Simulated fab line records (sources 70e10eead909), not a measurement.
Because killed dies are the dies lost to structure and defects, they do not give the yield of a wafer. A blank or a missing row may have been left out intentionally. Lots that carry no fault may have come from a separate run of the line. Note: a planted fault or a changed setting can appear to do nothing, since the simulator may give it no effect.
The tool behind it: which one? + flow nand-harc + 12 lots with 36 wafers sampled at 5 steps, on a route of 1159 steps

## WHAT THE GAUGES SHOWED, per wafer
NHARC_END_SORT_01.
| lot  | measured     | on        | defect-limited-yield (%) | killed-at-array | killed-at-other | killed-at-periphery | killed-dies | killed-open | killed-short | sort_bin_2_pct (%) | sort_bin_3_pct (%) | sort_bin_4_pct (%) | sort-n-pass | sort-rim-yield-pct (%) | sort-yield-pct (%) |
|------|--------------|-----------|--------------------------|-----------------|-----------------|---------------------|-------------|-------------|--------------|--------------------|--------------------|--------------------|-------------|------------------------|--------------------|
| L756 | day 27 07:56 | prober-01 | 93.8 92.8 82.6           | 39 43 24        | 0 0 0           | 3 6 94              | 42 49 118   | 6 3 1       | 0 3 2        | 1.5 1.8 7.4        | 0.15 0 3.84        | 4.6 5.5 6.2        | 635 628 559 | 89.6 97.2 94.3         | 93.8 92.8 82.6     |
| L758 | day 27 13:33 | prober-01 | 93.4 93.8                | 34 37           | 0 0             | 11 5                | 45 42       | 1 4         | 2 4          | 1.8 1.9            | 0.30 0.15          | 4.6 4.1            | 632 635     | 95.3 94.3              | 93.4 93.8          |

## TOOL THAT RAN EACH LOT (tool first, then ch and the chambers of the sampled wafers, then the start)
| lot  | NHARC_P_BONDPAD_STRIP_15           | NHARC_P_BONDPAD_DEGAS_25     | NHARC_P_BONDPAD_PRE_CLEAN_26            | NHARC_P_BONDPAD_PVD_27       |
|------|------------------------------------|------------------------------|-----------------------------------------|------------------------------|
| L742 | rie-diel-01 ch 0,2,3, day 8 21:42  | pvd-sputter-02, day 8 22:14  | pvd-sputter-02, day 8 22:29 or earlier  | pvd-sputter-02, day 8 22:29  |
| L744 | rie-diel-05 ch 1,2,3, day 8 22:02  | pvd-sputter-03, day 8 22:37  | pvd-sputter-03, day 8 22:59 or earlier  | pvd-sputter-03, day 8 22:59  |
| L743 | rie-diel-05 ch 0,2,3, day 8 22:54  | pvd-sputter-03, day 8 23:26  | pvd-sputter-03, day 8 23:40 or earlier  | pvd-sputter-03, day 8 23:40  |
| L745 | rie-diel-05 ch 0,2, day 9 01:29    | pvd-sputter-02, day 9 02:07  | pvd-sputter-02, day 9 02:29 or earlier  | pvd-sputter-02, day 9 02:29  |
| L748 | rie-diel-01 ch 0,1,2, day 9 10:13  | pvd-sputter-01, day 9 10:46  | pvd-sputter-01, day 9 10:59 or earlier  | pvd-sputter-01, day 9 10:59  |
| L747 | rie-diel-01 ch 1,2,3, day 9 12:06  | pvd-sputter-03, day 9 12:38  | pvd-sputter-03, day 9 12:52 or earlier  | pvd-sputter-03, day 9 12:52  |
| L756 | rie-diel-05 ch 1,2,3, day 10 11:33 | pvd-sputter-01, day 10 12:07 | pvd-sputter-01, day 10 12:19 or earlier | pvd-sputter-01, day 10 12:19 |
| L758 | rie-diel-01 ch 0,1,2, day 10 15:39 | pvd-sputter-03, day 10 16:11 | pvd-sputter-03, day 10 16:23 or earlier | pvd-sputter-03, day 10 16:23 |
| L760 | rie-diel-11 ch 0,1, day 10 23:57   | pvd-sputter-02, day 11 00:30 | pvd-sputter-02, day 11 00:44 or earlier | pvd-sputter-02, day 11 00:44 |
| L761 | rie-diel-11 ch 0,1,2, day 11 05:20 | pvd-sputter-02, day 11 05:53 | pvd-sputter-02, day 11 06:07 or earlier | pvd-sputter-02, day 11 06:07 |
| L762 | rie-diel-11 ch 0,1,2, day 11 06:20 | pvd-sputter-02, day 11 06:53 | pvd-sputter-02, day 11 07:07 or earlier | pvd-sputter-02, day 11 07:07 |
| L763 | rie-diel-11 ch 0,1,2, day 11 21:13 | pvd-sputter-03, day 11 21:44 | pvd-sputter-03, day 11 21:58 or earlier | pvd-sputter-03, day 11 21:58 |
- NHARC_P_BONDPAD_STRIP_15: strips in O2.
- NHARC_P_BONDPAD_DEGAS_25: time 60 s.
- NHARC_P_BONDPAD_PRE_CLEAN_26: time 30 s.
- NHARC_P_BONDPAD_PVD_27: deposits Cu, target thk 30 nm, time 20.49 s.

## WHAT THE TOOLS THEMSELVES READ (means of the sampled wafers that have a number; where no wafer has one, the mark that the record gives instead)
NHARC_P_BONDPAD_STRIP_15.
| lot  | tool        | drypump-motor-current-A (A) | oes-product-au (a.u.) | rf-vpp-V (V) | showerhead-plenum-p-Torr (Torr) | throttle-valve-pct (%) |
|------|-------------|-----------------------------|-----------------------|--------------|---------------------------------|------------------------|
| L742 | rie-diel-01 | 5.9                         | 1.002                 | 57.3         | 3.62                            | 17.036                 |
| L744 | rie-diel-05 | 6.0                         | 1.000                 | 58.5         | 3.53                            | 17.044                 |
| L743 | rie-diel-05 | 5.8                         | 0.992                 | 57.7         | 3.56                            | 17.045                 |
| L745 | rie-diel-05 | 5.7                         | 0.995                 | 57.9         | 3.61                            | 17.032                 |
| L748 | rie-diel-01 | 6.1                         | 0.996                 | 57.2         | 3.58                            | 17.034                 |
| L747 | rie-diel-01 | 6.0                         | 0.991                 | 58.8         | 3.55                            | 17.040                 |
| L756 | rie-diel-05 | 6.0                         | 0.984                 | 57.9         | 3.52                            | 17.043                 |
| L758 | rie-diel-01 | 6.1                         | 0.995                 | 58.0         | 3.57                            | 17.025                 |
| L760 | rie-diel-11 | 6.0                         | 1.005                 | 58.9         | 3.71                            | 17.032                 |
| L761 | rie-diel-11 | 5.9                         | 0.997                 | 58.2         | 3.60                            | 17.037                 |
| L762 | rie-diel-11 | 5.9                         | 0.997                 | 57.9         | 3.59                            | 17.039                 |
| L763 | rie-diel-11 | 5.9                         | 1.002                 | 56.9         | 3.59                            | 17.024                 |

NHARC_P_BONDPAD_DEGAS_25.
| lot  | tool           | heater-power-w (W) |
|------|----------------|--------------------|
| L742 | pvd-sputter-02 | 514                |
| L744 | pvd-sputter-03 | 418                |
| L743 | pvd-sputter-03 | 428                |
| L745 | pvd-sputter-02 | 470                |
| L748 | pvd-sputter-01 | 445                |
| L747 | pvd-sputter-03 | 436                |
| L756 | pvd-sputter-01 | 515                |
| L758 | pvd-sputter-03 | 439                |
| L760 | pvd-sputter-02 | 503                |
| L761 | pvd-sputter-02 | 459                |
| L762 | pvd-sputter-02 | 514                |
| L763 | pvd-sputter-03 | 418                |

NHARC_P_BONDPAD_PRE_CLEAN_26.
| lot  | tool           | heater-power-w (W) |
|------|----------------|--------------------|
| L742 | pvd-sputter-02 | 404                |
| L744 | pvd-sputter-03 | 379                |
| L743 | pvd-sputter-03 | 381                |
| L745 | pvd-sputter-02 | 443                |
| L748 | pvd-sputter-01 | 419                |
| L747 | pvd-sputter-03 | 379                |
| L756 | pvd-sputter-01 | 441                |
| L758 | pvd-sputter-03 | 388                |
| L760 | pvd-sputter-02 | 402                |
| L761 | pvd-sputter-02 | 457                |
| L762 | pvd-sputter-02 | 408                |
| L763 | pvd-sputter-03 | 383                |

NHARC_P_BONDPAD_PVD_27.
| lot  | tool           | throttle-valve-pct (%) |
|------|----------------|------------------------|
| L742 | pvd-sputter-02 | 29.8                   |
| L744 | pvd-sputter-03 | 28.6                   |
| L743 | pvd-sputter-03 | 27.9                   |
| L745 | pvd-sputter-02 | 29.5                   |
| L748 | pvd-sputter-01 | 30.8                   |
| L747 | pvd-sputter-03 | 28.6                   |
| L756 | pvd-sputter-01 | 30.6                   |
| L758 | pvd-sputter-03 | 29.8                   |
| L760 | pvd-sputter-02 | 29.4                   |
| L761 | pvd-sputter-02 | 29.8                   |
| L762 | pvd-sputter-02 | 29.5                   |
| L763 | pvd-sputter-03 | 29.4                   |

## THE ANSWER, worked out from the rows above alone
Rule: usual is defined by the lots themselves. The widest of any qualifying gaps counts: lots, ordered by their means at a reading, are off when they make up no more than a third of the lots, leave a main group of 4 or more, and stand apart from it by 3 or more times the standard deviation of that group's means. Not used: any main group whose means are identical at the precision the tables above print for the reading. Also off: a lot with no number at a reading for which 4 or more lots have one. All remaining lots with rows at the step are treated as sound. The gauges are gone through in route order, then the tools' own readings, and for those a lot's mean is taken as printed above. At the first step where some lot is off, the reading lying furthest off is the one used; lots without a number count as furthest.
Nothing can be told from this: no lot is off at any reading shown.

## WHAT THE SIMULATOR HAD INSERTED
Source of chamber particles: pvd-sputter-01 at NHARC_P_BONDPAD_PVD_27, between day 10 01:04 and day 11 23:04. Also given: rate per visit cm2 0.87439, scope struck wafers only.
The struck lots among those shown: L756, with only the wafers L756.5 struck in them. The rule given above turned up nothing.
